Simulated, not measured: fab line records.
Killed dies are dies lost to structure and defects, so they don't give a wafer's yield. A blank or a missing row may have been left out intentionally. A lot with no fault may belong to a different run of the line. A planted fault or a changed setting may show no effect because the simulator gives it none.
Split-lot study    flow n5_finfet    route with 1938 steps; 7 lots, 21 wafers read

## THE SPLIT
At N5_BEOL_M9_COAT_60 (time 60 s, resist thk 30 nm), the setting spin_rpm was moved away from the recipe's 1500 rpm on 6 of the 21 wafers read, by -4.5% to +7.7%. This setting was run at the recipe's value on the other wafers.

## FROM THE SPLIT TO THE READING: what the file shows between them, 3 steps
- N5_BEOL_M9_COAT_05: resist thk 90 nm
- N5_BEOL_M9_EBR_07
- N5_BEOL_M9_DESCUM_16: chemistry O2, time 7.9 s

## THE READING
CAR-ArF_of_BEOL_M9_COAT_05.thk_nm (the simulator's own value, which no gauge read), in nm, at N5_BEOL_M9_ETCH_61 (etches SiARC in CF4, target depth 39 nm, time 65 s). No usual value for it is given in the file. The 15 wafers here that ran the recipe average 55.6 nm, standard deviation 0.17 nm.

wafer   tool, chamber at the split  spin_rpm as run, rpm  against the recipe  CAR-ArF_of_BEOL_M9_COAT_05.thk_nm, nm  against lot-mates on the recipe
L075.1  litho_track-04, 0           1500                  recipe              55.8                                   -
L075.2  litho_track-04, 0           1569                  +4.6%               56.2                                   +0.4
L075.5  litho_track-04, 0           1569                  +4.6%               56.2                                   +0.4
L081.1  litho_track-05, 0           1500                  recipe              55.6                                   -
L081.2  litho_track-05, 0           1500                  recipe              55.8                                   -
L081.5  litho_track-05, 0           1500                  recipe              55.4                                   -
L084.1  litho_track-05, 0           1500                  recipe              55.4                                   -
L084.3  litho_track-05, 0           1500                  recipe              55.6                                   -
L084.6  litho_track-05, 0           1500                  recipe              55.6                                   -
L089.3  litho_track-02, 0           1500                  recipe              55.6                                   -
L089.5  litho_track-02, 0           1500                  recipe              55.6                                   -
L089.6  litho_track-02, 0           1432                  -4.5%               54.6                                   -1.0
L092.3  litho_track-04, 0           1589                  +5.9%               56.6                                   +1.4
L092.4  litho_track-04, 0           1589                  +5.9%               56.2                                   +1.0
L092.5  litho_track-04, 0           1500                  recipe              55.2                                   -
L094.1  litho_track-05, 0           1500                  recipe              55.8                                   -
L094.3  litho_track-05, 0           1615                  +7.7%               56.6                                   +0.9
L094.6  litho_track-05, 0           1500                  recipe              55.6                                   -
L096.1  litho_track-04, 0           1500                  recipe              55.8                                   -
L096.3  litho_track-04, 0           1500                  recipe              55.4                                   -
L096.6  litho_track-04, 0           1500                  recipe              55.6                                   -

FIT RESULTS
A straight line over all 21 wafers: CAR-ArF_of_BEOL_M9_COAT_05.thk_nm changes by +0.148 nm for each +1% of spin_rpm; r = +0.92; the points scatter about the line by 0.18 nm.
The same after taking each lot's own level away (the mean of its wafers on the recipe; 21 wafers): +0.157 nm for each +1%; r = +0.91; scatter 0.2 nm.
Per that fit: largest spin_rpm move, reading shift of 1.2 nm.
The lots' own levels span 55.20 to 55.80 nm, that is 3.5 times the standard deviation above.
The two slopes are in agreement: the lot-to-lot level therefore moves the slope only a little.
Check: +1.29 nm against its lot-mates is what the line predicts for one of the wafers moved furthest among these (+7.7%) when that wafer is left out of the fit. Against them it came out at +0.9 nm.

## THESE WAFERS: OTHER SPLITS
These wafers also went through other splits before the reading. Each is held against what the fit with the lots' levels taken away leaves over:
other split on the same wafers    wafers away from the commonest value  r with CAR-ArF_of_BEOL_M9_COAT_05.thk_nm (lot level and that fit taken away)
N5_BEOL_M7_TRENCH_ETCH_37 time_s  5                                     -0.11
N5_BEOL_M9_ILD_DEP_00 time_s      7                                     +0.01

## THE WHOLE CHAIN: every reading that the file lists as answering this split, in the file's order
step                what it does                                        reading                                                                             change (the file's fit)                r (the file's)
N5_BEOL_M9_COAT_60  time 60 s, resist thk 30 nm                         SiARC_of_BEOL_M9_COAT_60.thk_nm (the simulator's own value, which no gauge read)    -0.151 nm for each +1% of the setting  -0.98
N5_BEOL_M9_ETCH_61  etches SiARC in CF4, target depth 39 nm, time 65 s  etch.depth_nm (the simulator's own value, which no gauge read)                      -0.143 nm for each +1% of the setting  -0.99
N5_BEOL_M9_ETCH_61  etches SiARC in CF4, target depth 39 nm, time 65 s  CAR-ArF_of_BEOL_M9_COAT_05.thk_nm (the simulator's own value, which no gauge read)  +0.15 nm for each +1% of the setting   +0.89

## FILE'S OWN FIT
CAR-ArF_of_BEOL_M9_COAT_05.thk_nm changes by +0.15 nm for each +1% of spin_rpm, r = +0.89.
